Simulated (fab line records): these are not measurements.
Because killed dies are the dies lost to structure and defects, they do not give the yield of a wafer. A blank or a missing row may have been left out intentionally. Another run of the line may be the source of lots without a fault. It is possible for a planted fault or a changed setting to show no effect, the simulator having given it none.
fab line records -- flow nand_harc
[record] lots = 13, wafers = 39, last_day = 25
route steps=1159 shown P_START@1 P_ZERO_WELL@61 P_STI@80 END@1159
lots with no fault: from the same line, run without faults
start_h: hours from the record's opening day to when the first of the lot's shown wafers began -- wait_h: hours elapsed since this lot's preceding step -- " repeats the value in the row above -- L1.1+2: a row that stands for several wafers -- - no value, or no start given -- * or withheld: withheld -- < > ~ a bound
route shown NAME@n: NAME is a module with steps in the file, n the number in the route of the first one -- usual: mean/standard deviation taken from wafers without a fault -- same: alike in all rows -- chamber/n: place in a boat -- sites: each site's reading -- _std_site: the values' standard deviation -- _edge_site: inner sites' mean taken away from outer sites' mean -- radius_mm: how far each site lies from the wafer's centre -- mask NAME#n: copy n -- behind: tool/chamber where the wafer was last shaped -- hold: the reason the lot was held/the length of the hold in hours/how it ended -- device: names the non-switching transistor (n, p or np) -- end of line: at the end of the route, the tests of the same wafers -- a step without rows: its recipe alone -- killed: dies that structure and defects cost at the first sort, which is not the same as the wafer's yield -- map: the dies of a wafer, with x for killed, . for not killed, _ for no die there
set.NAME: the setting that was run; set.NAME@STEP: the one run at that earlier step -- model.NAME: the simulator's own value behind a step, which no gauge read
steps of the route over a sample of lots; a table a step, a row a wafer
services: when a tool's chamber went out of use (start_h, in hours from the record's first day, below 0 if earlier), for how many hours, and the reason
[[steps]]
[step NHARC_P_START_INSPECT_01]
[usual] raw_defect_count = 3.5/1.9
lot.wafer,tool,chamber,start_h,wait_h,raw_defect_count
L872.1,defect_inspect-02,-,12.04,-,3
L872.2,defect_inspect-02,-,12.04,-,6
L872.6,defect_inspect-02,-,12.04,-,4
L873.4,defect_inspect-01,-,18.04,-,2
L873.5,defect_inspect-01,-,18.04,-,3
L873.6,defect_inspect-01,-,18.04,-,2
L874.1,defect_inspect-01,-,24.04,-,4
L874.2,defect_inspect-01,-,24.04,-,3
L874.5,defect_inspect-01,-,24.04,-,1
L875.1,defect_inspect-02,-,30.04,-,4
L875.5,defect_inspect-02,-,30.04,-,3
L875.6,defect_inspect-02,-,30.04,-,4
L876.2,defect_inspect-02,-,36.04,-,2
L876.3,defect_inspect-02,-,36.04,-,4
L876.4,defect_inspect-02,-,36.04,-,4
L877.1,defect_inspect-02,-,42.04,-,2
L877.3,defect_inspect-02,-,42.04,-,1
L877.4,defect_inspect-02,-,42.04,-,6
L879.2,defect_inspect-01,-,54.04,-,2
L879.4,defect_inspect-01,-,54.04,-,5
L879.5,defect_inspect-01,-,54.04,-,3
L887.1,defect_inspect-01,-,102.03,-,7
L887.2,defect_inspect-01,-,102.03,-,5
L887.5,defect_inspect-01,-,102.03,-,2
L888.1,defect_inspect-02,-,108.04,-,3
L888.2,defect_inspect-02,-,108.04,-,5
L888.4,defect_inspect-02,-,108.04,-,1
L890.1,defect_inspect-02,-,120.04,-,5
L890.3,defect_inspect-02,-,120.04,-,4
L890.4,defect_inspect-02,-,120.04,-,5
L892.1,defect_inspect-02,-,132.03,-,3
L892.2,defect_inspect-02,-,132.03,-,3
L892.6,defect_inspect-02,-,132.03,-,5
L894.1,defect_inspect-01,-,144.04,-,1
L894.2,defect_inspect-01,-,144.04,-,8
L894.4,defect_inspect-01,-,144.04,-,3
L895.1,defect_inspect-02,-,150.04,-,2
L895.2,defect_inspect-02,-,150.04,-,2
L895.4,defect_inspect-02,-,150.04,-,4
[step NHARC_P_ZERO_WELL_DESCUM_54]
[recipe] time_s = 3, o2_flow_sccm = 200, ar_flow_sccm = 0, bias_power_w = 0, chemistry = O2
[usual] drypump_motor_current_A = 5.8/0.48, oes_product_au = 1.005/0.011, rf_vpp_V = 57.8/0.97, showerhead_plenum_p_Torr = 1.91/0.1, throttle_valve_pct = 11.312/0.011
lot.wafer,tool,chamber,start_h,wait_h,drypump_motor_current_A,oes_product_au,rf_hours_counter_h,rf_vpp_V,showerhead_plenum_p_Torr,throttle_valve_pct
L872.2,rie_diel-08,3,18.01,-,5.7,0.993,3,58.2,1.92,11.315
L872.1,rie_diel-08,2,18.01,-,5.4,1.003,4,56.9,1.85,11.296
L872.6,rie_diel-08,3,18.01,-,5.6,0.991,-,57.4,1.92,11.306
L873.4,rie_diel-01,0,24.11,-,6.0,0.997,4,56.5,1.80,11.288
L873.6,rie_diel-01,3,24.11,-,5.8,1.009,-,56.8,1.87,11.324
L873.5,rie_diel-01,0,24.11,-,6.0,0.977,-,58.9,1.80,11.301
L874.1,rie_diel-01,3,29.84,-,5.8,1.007,4,56.9,1.87,11.312
L874.2,rie_diel-01,1,29.84,-,4.8,1.018,4,59.4,2.04,11.311
L874.5,rie_diel-01,3,29.84,-,5.8,1.017,-,58.9,1.87,11.317
L875.1,rie_diel-01,0,35.85,-,6.1,1.000,6,57.8,1.80,11.309
L875.5,rie_diel-01,2,35.85,-,6.0,1.018,-,58.8,1.83,11.296
L875.6,rie_diel-01,3,35.85,-,5.8,1.008,-,56.6,1.87,11.310
L876.4,rie_diel-12,2,41.91,-,5.8,1.002,0,58.4,2.07,11.317
L876.3,rie_diel-12,3,41.91,-,5.0,0.985,0,56.7,1.83,11.311
L876.2,rie_diel-12,0,41.91,-,6.5,0.993,1,59.2,2.07,11.316
L877.3,rie_diel-12,1,50.85,-,6.3,1.001,1,57.8,2.05,11.309
L877.1,rie_diel-12,2,50.85,-,5.8,0.996,1,58.2,2.07,11.320
L877.4,rie_diel-12,2,50.85,-,5.8,0.994,-,58.7,2.07,11.291
L879.2,rie_diel-12,1,59.72,-,6.2,1.024,1,58.0,2.05,11.326
L879.4,rie_diel-12,3,59.72,-,5.0,1.000,-,57.1,1.83,11.305
L879.5,rie_diel-12,1,59.72,-,6.3,1.002,-,57.8,2.05,11.322
L887.1,rie_diel-08,2,107.96,-,5.4,0.994,10,57.2,1.85,11.302
L887.2,rie_diel-08,0,107.96,-,6.3,1.013,9,57.5,1.90,11.317
L887.5,rie_diel-08,1,107.96,-,5.9,0.985,-,58.0,1.79,11.307
L888.2,rie_diel-08,0,114.00,-,6.3,1.010,10,57.6,1.90,11.298
L888.1,rie_diel-08,1,114.00,-,6.0,1.003,11,58.5,1.79,11.290
L888.4,rie_diel-08,3,114.00,-,5.7,1.020,9,57.4,1.92,11.305
L890.4,rie_diel-01,1,125.81,-,4.8,0.999,12,60.0,2.04,11.327
L890.1,rie_diel-01,3,125.81,-,5.8,1.005,11,58.0,1.87,11.326
L890.3,rie_diel-01,0,125.81,-,6.1,0.995,12,56.1,1.80,11.314
L892.2,rie_diel-12,1,138.10,-,6.2,1.011,8,59.5,2.05,11.320
L892.1,rie_diel-12,2,138.10,-,5.8,0.991,7,59.4,2.07,11.319
L892.6,rie_diel-12,0,138.10,-,6.5,1.002,-,58.3,2.06,11.327
L894.4,rie_diel-01,2,149.96,-,6.0,1.033,0,58.5,1.83,11.325
L894.2,rie_diel-01,3,149.96,-,5.8,1.009,0,56.4,1.87,11.310
L894.1,rie_diel-01,0,149.96,-,6.0,1.005,0,58.7,1.80,11.315
L895.2,rie_diel-01,1,156.04,-,4.8,1.010,0,58.6,2.04,11.330
L895.1,rie_diel-01,2,156.04,-,6.0,1.037,0,57.6,1.83,11.288
L895.4,rie_diel-01,0,156.04,-,6.0,1.008,0,56.2,1.80,11.301
[step NHARC_P_STI_EXPOSE_06]
[recipe] na = 0.55, target_cd_nm = 200, dose_mj = 37.69, mask_id = P_STI
[same] na = 0.55
lot.wafer,tool,chamber,start_h,wait_h,mask
L872.1+2+6,krf_scanner-01,0,36.64,-,P_STI#0
L873.4+5+6,krf_scanner-03,0,41.04,-,P_STI#0
L874.1+2+5,krf_scanner-01,0,47.72,-,P_STI#0
L876.2+3+4,krf_scanner-01,0,62.07,-,P_STI#0
L875.1+5+6,krf_scanner-02,0,62.22,-,P_STI#0
L877.1+3+4,krf_scanner-03,0,70.76,-,P_STI#0
L879.2+4+5,krf_scanner-02,0,77.40,-,P_STI_R1#0
L887.1+2+5,krf_scanner-02,0,124.70,-,P_STI#0
L888.1+2+4,krf_scanner-02,0,132.08,-,P_STI#0
L890.1+3+4,krf_scanner-03,0,144.03,-,P_STI#0
L892.1+2+6,krf_scanner-02,0,157.95,-,P_STI#0
L894.1+2+4,krf_scanner-01,0,166.93,-,P_STI#0
L895.1+2+4,krf_scanner-02,0,172.89,-,P_STI#0
[step NHARC_P_STI_ETCH_31]
[recipe] target_depth_a = 1089, time_s = 54.5, cf4_flow_sccm = 100, chf3_flow_sccm = 30, ar_flow_sccm = 0, rf_w = 500, bias_w = 200, chemistry = CF4/CHF3
[usual] drypump_motor_current_A = 5.6/0.38, oes_product_au = 0.966/0.018, rf_vpp_V = 370.5/2.2, showerhead_plenum_p_Torr = 1.57/0.059, throttle_valve_pct = 16.803/0.0092
lot.wafer,tool,chamber,start_h,wait_h,drypump_motor_current_A,oes_product_au,rf_hours_counter_h,rf_vpp_V,showerhead_plenum_p_Torr,throttle_valve_pct
L872.2,rie_diel-10,0,-,-,5.2,0.974,0.6,369.1,1.49,16.813
L872.1,rie_diel-10,3,-,-,5.9,0.977,0.6,370.2,1.59,16.800
L872.6,rie_diel-10,1,-,-,5.5,0.974,-,369.7,1.52,16.804
L873.4,rie_diel-07,1,-,-,4.9,0.986,10.0,371.1,1.60,16.822
L873.6,rie_diel-07,2,-,-,5.7,0.984,-,371.7,1.61,16.817
L873.5,rie_diel-07,3,-,-,6.3,0.977,-,366.7,1.48,16.807
L874.1,rie_diel-07,2,-,-,5.7,0.980,9.6,373.3,1.61,16.799
L874.2,rie_diel-07,3,-,-,6.3,0.958,9.9,368.1,1.48,16.798
L874.5,rie_diel-07,2,-,-,5.8,0.983,-,373.2,1.61,16.806
L876.3,rie_diel-10,3,-,-,6.0,0.981,1.3,372.2,1.59,16.812
L876.2,rie_diel-10,0,-,-,5.2,0.949,1.3,366.7,1.49,16.801
L876.4,rie_diel-10,1,-,-,5.5,0.951,1.3,369.6,1.52,16.806
L875.1,rie_diel-13,2,-,-,5.7,0.974,4.5,370.1,1.55,16.790
L875.5,rie_diel-13,3,-,-,5.8,0.966,-,372.9,1.60,16.815
L875.6,rie_diel-13,0,-,-,5.6,0.980,-,371.9,1.58,16.779
L877.4,rie_diel-10,2,-,-,5.3,0.982,1.5,374.8,1.68,16.811
L877.1,rie_diel-10,3,-,-,6.0,0.990,1.5,371.1,1.59,16.803
L877.3,rie_diel-10,1,-,-,5.6,0.953,1.5,369.6,1.52,16.806
L879.2,rie_diel-10,1,-,-,5.5,0.984,1.7,369.7,1.52,16.806
L879.4,rie_diel-10,2,-,-,5.3,0.970,1.7,375.1,1.67,16.809
L879.5,rie_diel-10,3,-,-,5.9,0.969,-,371.7,1.59,16.805
L887.2,rie_diel-07,1,-,-,4.9,0.957,4.2,371.5,1.60,16.797
L887.1,rie_diel-07,3,-,-,6.3,0.965,4.4,365.4,1.48,16.807
L887.5,rie_diel-07,2,-,-,5.7,0.965,-,371.0,1.61,16.787
L888.1,rie_diel-07,0,-,-,5.7,0.982,4.2,370.4,1.60,16.804
L888.2,rie_diel-07,1,-,-,4.9,0.965,4.4,371.6,1.60,16.794
L888.4,rie_diel-07,3,-,-,6.2,0.982,4.5,366.4,1.48,16.793
L890.3,rie_diel-13,0,-,-,5.6,0.983,1.2,371.5,1.58,16.794
L890.4,rie_diel-13,1,-,-,5.1,0.964,1.1,369.2,1.51,16.811
L890.1,rie_diel-13,2,-,-,5.7,0.987,1.0,369.9,1.55,16.817
L892.1,rie_diel-07,3,-,-,6.3,0.910,6.1,368.8,1.48,16.802
L892.2,rie_diel-07,0,-,-,5.6,0.938,6.0,370.2,1.60,16.812
L892.6,rie_diel-07,2,-,-,5.8,0.933,-,370.0,1.61,16.799
L894.1,rie_diel-07,2,-,-,5.7,0.959,7.0,371.5,1.61,16.797
L894.2,rie_diel-07,3,-,-,6.3,0.945,7.0,366.5,1.48,16.800
L894.4,rie_diel-07,2,-,-,5.7,0.971,-,370.7,1.61,16.793
L895.2,rie_diel-07,0,-,-,5.6,0.977,7.2,371.3,1.60,16.813
L895.1,rie_diel-07,2,-,-,5.7,0.982,7.4,371.4,1.61,16.813
L895.4,rie_diel-07,3,-,-,6.2,0.963,7.3,370.1,1.48,16.809
[step NHARC_END_SORT_01]
[recipe] temp_c = 25
[usual] killed_at_array = 28/11, killed_at_other = 0.5/0.85, killed_at_periphery = 2.7/1.9, killed_dies = 32/12, killed_open = 3.3/1.6, killed_short = 2.1/1.5
[same] gross_dies = 677
lot.wafer,tool,chamber,start_h,wait_h,killed_at_array,killed_at_other,killed_at_periphery,killed_dies,killed_open,killed_short
L888.1,prober-02,0,548.36,2.5,26,0,1,27,2,1
L888.2,prober-02,0,549.16,2.8,27,0,0,27,4,1
L888.4,prober-02,0,550.76,3.4,27,0,2,29,3,0
L890.1,prober-02,0,563.94,2.5,12,0,1,13,1,2
L890.3,prober-02,0,565.54,3.1,24,0,0,24,4,4
L890.4,prober-02,0,566.34,3.4,16,0,4,20,2,3
// killed by level:class
L888.1 A_CHANNEL_HOLE_D1:chamber_film_flake=14 A_CONTACT:chamber_film_flake=5 A_STAIRCASE:chamber_film_flake=3 P_CONTACT:geometric_particle:open=1 A_CHANNEL_FILL_D1:geometric_particle:open=1 A_CHANNEL_FILL_D1:geometric_particle:short=1 A_ZERO_WELL:chamber_film_flake=1 A_WL_FILL:chamber_film_flake=1
L888.2 A_CHANNEL_HOLE_D1:chamber_film_flake=16 A_CONTACT:chamber_film_flake=4 A_M0:geometric_particle:open=2 A_STAIRCASE:chamber_film_flake=2 A_CONTACT:geometric_particle:open=1 A_BLC:geometric_particle:open=1 A_M0:geometric_particle:short=1
L888.4 A_CHANNEL_HOLE_D1:chamber_film_flake=17 A_STAIRCASE:chamber_film_flake=4 A_CONTACT:chamber_film_flake=3 P_M0:geometric_particle:open=1 A_STAIRCASE:geometric_particle:open=1 A_CONTACT:geometric_particle:open=1 P_M1:chamber_film_flake=1 A_WL_FILL:chamber_film_flake=1
L890.1 A_CHANNEL_HOLE_D1:chamber_film_flake=4 A_WL_FILL:chamber_film_flake=2 P_CONTACT:geometric_particle:open=1 A_WL_FILL:geometric_particle:short=1 A_M0:geometric_particle:short=1 A_CHANNEL_FILL_D1:chamber_film_flake=1 A_STAIRCASE:chamber_film_flake=1 A_SLIT:chamber_film_flake=1
L890.3 A_CHANNEL_HOLE_D1:chamber_film_flake=5 A_WL_FILL:chamber_film_flake=4 A_CONTACT:chamber_film_flake=4 A_STAIRCASE:chamber_film_flake=3 A_CONTACT:geometric_particle:open=2 A_ONON_D1:geometric_particle:short=1 A_CHANNEL_HOLE_D1:geometric_particle:open=1 A_STAIRCASE:geometric_particle:open=1
L890.4 A_CHANNEL_HOLE_D1:chamber_film_flake=5 A_CONTACT:chamber_film_flake=4 A_STAIRCASE:chamber_film_flake=3 P_GATE:geometric_particle:short=1 P_M0:geometric_particle:open=1 A_ONON_D1:geometric_particle:short=1 A_WL_FILL:geometric_particle:short=1 A_CONTACT:geometric_particle:open=1
[[services]]
tool,chamber,start_h,hours,kind
rie_diel-01,3,-1.05,9.5,repair
rie_diel-10,-,-0.50,9.0,pm
rie_diel-01,-,1.39,0.8,repair
rie_diel-07,0,2.99,5.7,repair
rie_diel-01,0,12.86,8.0,repair
rie_diel-12,3,16.80,9.8,repair
rie_diel-12,-,21.95,0.1,repair
rie_diel-12,-,25.40,9.0,pm
krf_scanner-02,-,38.00,4.0,pm
rie_diel-12,1,42.84,1.2,repair
krf_scanner-01,-,43.54,0.9,repair
rie_diel-12,0,48.98,15.5,repair
rie_diel-07,-,51.20,9.0,pm
rie_diel-01,-,54.85,0.8,repair
krf_scanner-02,-,73.97,0.8,repair
krf_scanner-01,-,84.00,4.0,pm
krf_scanner-02,-,90.53,0.2,repair
rie_diel-10,2,107.46,4.0,repair
rie_diel-10,3,111.97,11.0,repair
rie_diel-07,0,122.63,2.6,repair
rie_diel-12,-,131.49,1.0,repair
rie_diel-01,-,137.85,9.0,pm
rie_diel-07,1,161.81,8.7,repair
rie_diel-01,0,165.12,5.2,repair
[[key]]
[first_sign] step = NHARC_P_STI_EXPOSE_06, reading = mask, direction = changed
effect none on later readings
met_at NHARC_P_STI_EXPOSE_06
struck_lots L879
tester_left_out L879
not_acting_at NHARC_P_START_INSPECT_01,NHARC_P_ZERO_WELL_DESCUM_54,NHARC_P_STI_ETCH_31
onset_between 62.22 77.40
[fault] kind = wrong_mask, tool = any, chamber = -, onset_h = 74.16, steps = NHARC_P_STI_EXPOSE_06, aux_copy = P_STI_R1#0, cd_offset_nm = 6.2498, scope = struck_lots_only
// tester_left_out: of these lots the tester's yield and bins aren't shown, on N5 and GAA mostly nor the transistor test; their killed dies are dies lost to structure and defects alone, not to doping, threshold or leakage, so they don't give the yield
